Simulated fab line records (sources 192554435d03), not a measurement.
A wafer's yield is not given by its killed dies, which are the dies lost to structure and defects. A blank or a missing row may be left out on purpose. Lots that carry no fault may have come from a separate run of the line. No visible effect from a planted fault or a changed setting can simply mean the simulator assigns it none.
Matching of chambers + flow n5_finfet + N5_HKMG_FIN_ALD_71 on ald_metal-02 has 4 sister chambers
The step deposits TiN, target thk 1 nm, pulse time 1 s, purge time 3 s. 16 wafers are shown with their chamber, then 8 later ones without.

## WAFERS, EACH WITH ITS CHAMBER
| wafer  | chamber | heater_power_w (W) | precursor_pulse_height_rel |
|--------|---------|--------------------|----------------------------|
| L079.2 | 3       | 884                | 1.007                      |
| L079.3 | 0       | 988                | 0.994                      |
| L079.6 | 1       | 800                | 1.026                      |
| L080.1 | 1       | 821                | 1.036                      |
| L080.2 | 0       | 1037               | 0.987                      |
| L080.3 | 3       | 890                | 1.026                      |
| L081.1 | 2       | 771                | 1.005                      |
| L081.3 | 1       | 782                | 1.000                      |
| L081.6 | 2       | 763                | 0.976                      |
| L088.1 | 1       | 780                | 0.997                      |
| L088.3 | 0       | 1034               | 0.958                      |
| L088.6 | 3       | 882                | 0.994                      |
| L090.2 | 0       | 1041               | 1.010                      |
| L090.4 | 2       | 775                | 0.990                      |
| L090.6 | 2       | 779                | 1.012                      |
| L091.2 | 3       | 889                | 1.007                      |

SIGNATURES (averages over the wafers above)
| reading                    | chamber 0 | chamber 1 | chamber 2 | chamber 3 | scatter within a chamber |
|----------------------------|-----------|-----------|-----------|-----------|--------------------------|
| heater_power_w             | 1025.00   | 795.75    | 772.00    | 886.25    | 16.1                     |
| precursor_pulse_height_rel | 0.98725   | 1.01475   | 0.99575   | 1.00850   | 0.0178                   |
Rule: for each reading, subtract the chamber's mean from the wafer's reading, divide by that reading's scatter and square the result; add these up over the readings and take the root, which gives the wafer's distance from the chamber. If the next closest chamber is less than 2 further off than the closest, the wafer can't be placed; otherwise it belongs to the closest. The scatter is the square root of a quotient: the sum, over the shown wafers, of each reading's squared deviation from its chamber's mean, divided by wafers minus chambers.

## WAFERS MISSING THEIR CHAMBER
| wafer  | heater_power_w (W) | precursor_pulse_height_rel |
|--------|--------------------|----------------------------|
| L091.4 | 1051               | 1.006                      |
| L091.5 | 999                | 1.004                      |
| L093.2 | 881                | 1.030                      |
| L093.4 | 1028               | 1.011                      |
| L093.5 | 785                | 1.019                      |
| L097.2 | 788                | 1.028                      |
| L097.3 | 904                | 0.975                      |
| L097.5 | 804                | 1.003                      |

## EACH ONE'S CHAMBER
| wafer  | from the rows above     | in truth |
|--------|-------------------------|----------|
| L091.4 | 0                       | 0        |
| L091.5 | 0                       | 0        |
| L093.2 | 3                       | 3        |
| L093.4 | 0                       | 0        |
| L093.5 | can't be placed: 1 or 2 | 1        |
| L097.2 | can't be placed: 1 or 2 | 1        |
| L097.3 | 3                       | 3        |
| L097.5 | can't be placed: 1 or 2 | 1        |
Correct placement for 5 of the 8. From these rows, 3 cannot be placed; in 3 the true chamber is one of the candidates. Wrongly placed: 0.
